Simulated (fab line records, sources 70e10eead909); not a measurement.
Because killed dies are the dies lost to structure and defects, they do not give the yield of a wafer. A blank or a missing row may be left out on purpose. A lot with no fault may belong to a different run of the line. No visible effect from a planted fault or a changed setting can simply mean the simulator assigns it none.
Chamber matching	flow nand_harc	NHARC_A_CHANNEL_FILL_D1_CMP_10 on cmp-03 has 4 sister chambers
The step polishes, target thk 150 nm. 6 wafers are shown with their chamber, then 7 later ones without.

EACH WAFER AND ITS CHAMBER
wafer	chamber	motor_current_A (A)	time_to_endpoint_s (s)
L076.2	0	12.8	18.3
L088.1	1	10.9	14.0
L090.5	2	13.0	12.8
L090.6	3	10.7	14.8
L091.1	2	13.5	11.5
L091.3	3	11.2	12.2

WAFERS WITH NO CHAMBER GIVEN
wafer	motor_current_A (A)	time_to_endpoint_s (s)
L091.5	10.6	13.3
L092.1	11.2	14.4
L092.4	12.8	12.1
L092.6	11.0	15.8
L094.3	12.6	16.0
L094.4	11.7	16.2
L094.6	10.1	17.0

THE CHAMBER EACH PASSED THROUGH
wafer	from the rows above	in truth
L091.5	can't be placed: 1 or 3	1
L092.1	can't be placed: 1 or 3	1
L092.4	2	2
L092.6	can't be placed: 1 or 3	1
L094.3	can't be placed: 0 or 2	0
L094.4	can't be placed: 1 or 3 or 0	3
L094.6	can't be placed: 1 or 3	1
Correct placement for 1 of the 7. Cannot be placed on the basis of these rows: 6; the candidates contain the true chamber in 6. Wrongly placed: 0.
How it was worked out, from the rows above alone: a wafer's distance from a chamber is the root of the sum, over the readings, of the square of ((its reading less the chamber's mean) divided by the reading's scatter). If the next closest chamber is less than 2 further off than the closest, the wafer can't be placed; otherwise it belongs to the closest. Each chamber's mean is taken over the wafers shown for it. The scatter: the root of (the sum of the squares of (reading less its chamber's mean) over the shown wafers, divided by (wafers less chambers)).
